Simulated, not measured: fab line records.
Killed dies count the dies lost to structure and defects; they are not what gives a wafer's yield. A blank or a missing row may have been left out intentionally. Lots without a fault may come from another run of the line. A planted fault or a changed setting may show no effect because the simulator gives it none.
Chamber matching | flow n5-finfet | N5_BEOL_M7_ALD_77 on ald-metal-03 has 4 sister chambers
The step deposits TaN, target thk 2 nm, pulse time 2 s, purge time 3 s. 4 wafers are shown with their chamber, then 11 later ones without.

## WAFERS PAIRED WITH THEIR CHAMBERS
wafer  | chamber | heater-power-w (W)
L083.6 | 1       | 384
L089.5 | 3       | 415
L089.6 | 0       | 382
L090.3 | 2       | 419

## WAFERS WITH NO CHAMBER GIVEN
wafer  | heater-power-w (W)
L090.5 | 415
L090.6 | 385
L093.2 | 432
L093.3 | 377
L093.4 | 426
L092.4 | 385
L092.5 | 419
L092.6 | 377
L094.1 | 418
L094.4 | 379
L094.5 | 412

## THE CHAMBER EACH PASSED THROUGH
wafer  | from the rows above     | in truth
L090.5 | can't be placed: 3 or 2 | 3
L090.6 | can't be placed: 1 or 0 | 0
L093.2 | can't be placed: 2 or 3 | 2
L093.3 | can't be placed: 0 or 1 | 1
L093.4 | can't be placed: 2 or 3 | 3
L092.4 | can't be placed: 1 or 0 | 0
L092.5 | can't be placed: 2 or 3 | 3
L092.6 | can't be placed: 0 or 1 | 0
L094.1 | can't be placed: 2 or 3 | 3
L094.4 | can't be placed: 0 or 1 | 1
L094.5 | can't be placed: 3 or 2 | 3
Placed correctly: 0 of 11. These rows do not allow placing 11 (true chamber among the candidates in 11). Wrongly placed: 0.
How it was worked out, from the rows above alone: a wafer's distance from a chamber is the root of the sum, over the readings, of the square of ((its reading less the chamber's mean) divided by the reading's scatter). The wafer belongs to the nearest chamber; if the next one is less than 2 further off, it can't be placed. The mean given for a chamber averages the wafers shown for that chamber. The scatter (one wafer shown for each chamber): square how far every hidden wafer sits from the nearest shown wafer, average those squares and take the square root.
